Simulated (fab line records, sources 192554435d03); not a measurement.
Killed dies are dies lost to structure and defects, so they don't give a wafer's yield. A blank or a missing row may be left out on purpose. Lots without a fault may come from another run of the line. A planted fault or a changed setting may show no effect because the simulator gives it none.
Which tool did it? | flow n5_finfet | 9 lots, 26 wafers sampled, at 6 steps of a route of 1938

WHAT THE GAUGES READ, wafer by wafer
N5_STI_FIN_REVEAL_INSPECT_13: inspects for defects (darkfield).
lot  | measured    | on                | raw_defect_count
L860 | day 2 18:52 | defect_inspect-01 | 8 6 8
L861 | day 3 01:28 | defect_inspect-02 | 9 15 14
L862 | day 3 07:26 | defect_inspect-01 | 9 10 17
L864 | day 3 20:24 | defect_inspect-02 | 5 17 9
L875 | day 6 16:37 | defect_inspect-01 | 366 6 324
L876 | day 6 19:45 | defect_inspect-02 | 15 344 3
L877 | day 7 01:48 | defect_inspect-01 | 22 3 23
L878 | day 7 06:27 | defect_inspect-02 | 14 22 32
L880 | day 7 19:41 | defect_inspect-01 | 9 13

N5_BEOL_M4_RC_MEAS_101.
lot  | measured     | on        | DIBL_N (mV/V)  | DIBL_P (mV/V)  | IOFF_N (nA/um) | IOFF_P (nA/um) | ION_N (uA/um) | ION_P (uA/um) | SS_N (mV/dec)  | SS_P (mV/dec)  | VT_N (mV)   | VT_P (mV)
L860 | day 8 08:12  | prober-01 | 37.0 34.9 37.0 | 37.2 34.1 35.9 | 0.18 0.14 0.17 | 0.21 0.16 0.19 | 689 662 683   | 466 451 453   | 71.7 70.4 71.9 | 73.5 72.6 73.4 | 244 251 248 | -254 -255 -254
L861 | day 8 12:54  | prober-01 | 34.9 37.1 34.9 | 36.3 39.6 36.8 | 0.16 0.19 0.16 | 0.17 0.23 0.18 | 684 679 673   | 455 464 457   | 71.6 71.9 71.8 | 73.8 74.0 72.7 | 249 246 249 | -252 -251 -255
L862 | day 8 14:43  | prober-02 | 40.8 37.6 37.2 | 41.5 38.2 36.6 | 0.23 0.17 0.15 | 0.26 0.20 0.18 | 683 688 675   | 462 465 454   | 72.8 71.1 71.1 | 74.2 73.7 73.3 | 245 248 251 | -250 -253 -255
L864 | day 9 10:14  | prober-01 | 38.5 34.7 36.1 | 38.5 34.7 35.5 | 0.21 0.14 0.15 | 0.26 0.20 0.20 | 694 681 679   | 476 468 469   | 72.0 71.0 71.7 | 73.7 72.8 73.1 | 242 250 250 | -245 -248 -249
L875 | day 12 07:37 | prober-01 | 36.3 35.7 38.1 | 36.7 34.7 38.7 | 0.15 0.13 0.18 | 0.20 0.17 0.23 | 667 663 690   | 456 460 463   | 71.2 70.9 71.9 | 72.9 72.3 73.2 | 251 252 249 | -250 -252 -249
L876 | day 12 10:10 | prober-01 | 33.8 37.1 35.9 | 31.6 35.1 33.6 | 0.12 0.19 0.17 | 0.16 0.22 0.19 | 667 681 668   | 455 460 455   | 70.6 71.2 71.5 | 71.7 73.0 73.0 | 252 245 247 | -252 -246 -251
L877 | day 12 13:29 | prober-02 | 38.7 35.6 38.0 | 39.5 35.4 37.7 | 0.19 0.13 0.17 | 0.25 0.19 0.22 | 680 669 669   | 469 461 460   | 71.8 71.8 72.6 | 73.7 73.0 73.1 | 247 253 249 | -249 -252 -249
L878 | day 12 10:23 | prober-02 | 37.5 36.0 36.7 | 38.0 36.8 37.7 | 0.20 0.18 0.19 | 0.29 0.27 0.30 | 688 694 692   | 475 482 478   | 72.0 71.0 71.7 | 73.8 73.5 73.9 | 246 246 248 | -242 -243 -241
L880 | day 13 21:04 | prober-02 | 33.1 36.2      | 32.2 36.9      | 0.11 0.17      | 0.17 0.22      | 649 664       | 458 463       | 70.5 72.0      | 72.9 72.4      | 253 251     | -252 -249

WHICH TOOL RAN EACH LOT (tool, then ch and the chambers of the sampled wafers, then the start)
lot  | N5_FIN_CUT_ETCH_30                | N5_FIN_CUT_CUT_ETCH_26            | N5_STI_FIN_REVEAL_ALD_00         | N5_STI_FIN_REVEAL_OXIDATION_33
L860 | rie_diel-01 ch 2,3, day 2 09:11   | rie_diel-01 ch 2,3, day 2 09:36   | ald_sin-02 ch 2,3, day 2 10:10   | plasma_asher-01 ch 0,1, day 2 18:35
L861 | rie_diel-01 ch 0,2,3, day 2 15:11 | rie_diel-01 ch 0,2,3, day 2 15:36 | ald_sin-03 ch 0,2, day 2 16:10   | plasma_asher-01 ch 0,1, day 3 01:12
L862 | rie_diel-01 ch 0,2,3, day 2 21:29 | rie_diel-01 ch 0,2,3, day 2 21:54 | ald_sin-02 ch 0,2,3, day 2 22:43 | plasma_asher-02 ch 0,1, day 3 07:09
L864 | rie_diel-01 ch 0,1, day 3 09:21   | rie_diel-01 ch 0,1, day 3 09:46   | ald_sin-01 ch 2,3, day 3 11:03   | plasma_asher-02 ch 0,1, day 3 20:08
L875 | rie_diel-02 ch 1,2,3, day 6 07:02 | rie_diel-02 ch 1,2,3, day 6 07:26 | ald_sin-03 ch 0,2,3, day 6 07:57 | plasma_asher-02 ch 0,1, day 6 16:20
L876 | rie_diel-06 ch 1,2,3, day 6 10:05 | rie_diel-06 ch 1,2,3, day 6 10:29 | ald_sin-01 ch 2,3, day 6 10:59   | plasma_asher-02 ch 0,1, day 6 19:28
L877 | rie_diel-02 ch 0,2,3, day 6 15:44 | rie_diel-02 ch 0,2,3, day 6 16:08 | ald_sin-02 ch 2,3, day 6 17:02   | plasma_asher-01 ch 0,1, day 7 01:31
L878 | rie_diel-01 ch 0,2,3, day 6 20:52 | rie_diel-01 ch 0,2,3, day 6 21:16 | ald_sin-02 ch 0,2,3, day 6 21:46 | plasma_asher-01 ch 0,1, day 7 06:10
L880 | rie_diel-02 ch 1,3, day 7 09:38   | rie_diel-02 ch 1,3, day 7 10:02   | ald_sin-02 ch 0,3, day 7 11:01   | plasma_asher-01 ch 1, day 7 19:24
- N5_FIN_CUT_ETCH_30: etches underlayer in N2/H2, target depth 13 nm, time 10.4 s.
- N5_FIN_CUT_CUT_ETCH_26: etches SiNx in CH3F/O2, target depth 39 nm, time 55.7 s.
- N5_STI_FIN_REVEAL_ALD_00: deposits SiO2, target thk 1 nm, pulse time 1 s.
- N5_STI_FIN_REVEAL_OXIDATION_33: chemistry O2 PLASMA REMOTE, time 20 s.

WHAT THE TOOLS THEMSELVES READ (means of the sampled wafers that have a number; where no wafer has one, the mark that the record gives instead)
N5_FIN_CUT_ETCH_30.
lot  | tool        | drypump_motor_current_A (A) | etch_rf_on_time_s (s) | oes_product_au (a.u.) | rf_vpp_V (V) | showerhead_plenum_p_Torr (Torr) | throttle_valve_pct (%)
L860 | rie_diel-01 | 5.7                         | 10.45                 | 0.68                  | 525.4        | 2.59                            | 17.69
L861 | rie_diel-01 | 5.6                         | 10.35                 | 0.70                  | 526.3        | 2.60                            | 17.73
L862 | rie_diel-01 | 5.6                         | 10.38                 | 0.70                  | 526.1        | 2.60                            | 17.74
L864 | rie_diel-01 | 5.7                         | 10.31                 | 0.76                  | 524.2        | 2.54                            | 17.75
L875 | rie_diel-02 | 5.8                         | 10.52                 | 0.62                  | 524.1        | 2.53                            | 17.82
L876 | rie_diel-06 | 5.4                         | 10.08                 | 0.67                  | 525.7        | 2.59                            | 17.84
L877 | rie_diel-02 | 6.0                         | 10.57                 | 0.60                  | 524.3        | 2.52                            | 18.04
L878 | rie_diel-01 | 5.6                         | 10.25                 | 0.68                  | 525.1        | 2.59                            | 17.78
L880 | rie_diel-02 | 5.8                         | 10.68                 | 0.61                  | 522.2        | 2.48                            | 17.73

N5_FIN_CUT_CUT_ETCH_26.
lot  | tool        | CH3F_flow_sccm (sccm) | drypump_motor_current_A (A) | oes_ar_750_au (a.u.) | oes_product_au (a.u.) | rf_vpp_V (V) | showerhead_plenum_p_Torr (Torr) | throttle_valve_pct (%)
L860 | rie_diel-01 | 29.96                 | 5.7                         | 0.81                 | 0.80                  | 295          | 2.04                            | 16.13
L861 | rie_diel-01 | 29.96                 | 5.6                         | 0.83                 | 0.82                  | 295          | 2.05                            | 16.27
L862 | rie_diel-01 | 30.01                 | 5.6                         | 0.82                 | 0.82                  | 297          | 2.05                            | 16.26
L864 | rie_diel-01 | 30.07                 | 5.7                         | 0.89                 | 0.90                  | 300          | 2.02                            | 16.40
L875 | rie_diel-02 | 29.91                 | 5.8                         | 0.73                 | 0.72                  | 291          | 1.99                            | 16.29
L876 | rie_diel-06 | 30.06                 | 5.4                         | 0.78                 | 0.78                  | 299          | 2.04                            | 16.34
L877 | rie_diel-02 | 29.95                 | 6.0                         | 0.71                 | 0.70                  | 294          | 1.98                            | 16.58
L878 | rie_diel-01 | 30.07                 | 5.6                         | 0.80                 | 0.79                  | 296          | 2.04                            | 16.33
L880 | rie_diel-02 | 29.97                 | 5.8                         | 0.72                 | 0.72                  | 289          | 1.94                            | 16.25

N5_STI_FIN_REVEAL_ALD_00.
lot  | tool       | heater_power_w (W) | precursor_pulse_height_rel
L860 | ald_sin-02 | 514                | 0.986
L861 | ald_sin-03 | 457                | 0.995
L862 | ald_sin-02 | 490                | 0.984
L864 | ald_sin-01 | 525                | 1.003
L875 | ald_sin-03 | 483                | 0.989
L876 | ald_sin-01 | 499                | 1.008
L877 | ald_sin-02 | 507                | 1.019
L878 | ald_sin-02 | 483                | 1.042
L880 | ald_sin-02 | 491                | 0.985

N5_STI_FIN_REVEAL_OXIDATION_33.
lot  | tool            | drypump_motor_current_A (A) | heater_power_w (W) | o2_flow_sccm (sccm)
L860 | plasma_asher-01 | 5.8                         | 134                | 2994
L861 | plasma_asher-01 | 5.8                         | 131                | 3001
L862 | plasma_asher-02 | 5.6                         | 157                | 2998
L864 | plasma_asher-02 | 5.6                         | 155                | 3000
L875 | plasma_asher-02 | 5.6                         | 156                | 2994
L876 | plasma_asher-02 | 5.3                         | 143                | 2999
L877 | plasma_asher-01 | 5.8                         | 136                | 3004
L878 | plasma_asher-01 | 5.8                         | 133                | 2999
L880 | plasma_asher-01 | 5.9                         | 141                | 3004

THE ANSWER, worked out from the rows above alone
Rule: what is usual is taken from the lots themselves. Put in order of their means at a reading, lots are off if they are a third of the lots or fewer, leave a main group of 4 or more, and stand apart from it by a gap of 3 or more times the standard deviation of the main group's means; of several such gaps the widest counts. A main group whose means are all the same, to the digits that the tables above print for the reading, isn't used. A lot without any number at a reading at which 4 lots or more have one is off too. The other lots that the step has rows for count as sound. The gauges are gone through in route order, then the tools' own readings, and for those a lot's mean is taken as printed above. The first step at which some lot is off is used, and at that step the reading that is off furthest; a lot without a number counts as furthest.
Off: L875, L876, at N5_STI_FIN_REVEAL_INSPECT_13 (raw_defect_count). The main group: mean 13, standard deviation 4.6.
A tool fits if, at a process step before that reading, it ran every lot that is off, and no sound lot after the first of them. The gauges at N5_STI_FIN_REVEAL_INSPECT_13 are tried like those tools. One fits: plasma_asher-02 at N5_STI_FIN_REVEAL_OXIDATION_33. Its last sound lot is L864 (day 3 20:08), its first lot that is off L875 (day 6 16:20): a fault that began between those two fits.

WHAT THE SIMULATOR HAD PUT IN
Chamber particle source: plasma_asher-02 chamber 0, from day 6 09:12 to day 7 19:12, at N5_STI_FIN_REVEAL_OXIDATION_33. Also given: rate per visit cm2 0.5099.
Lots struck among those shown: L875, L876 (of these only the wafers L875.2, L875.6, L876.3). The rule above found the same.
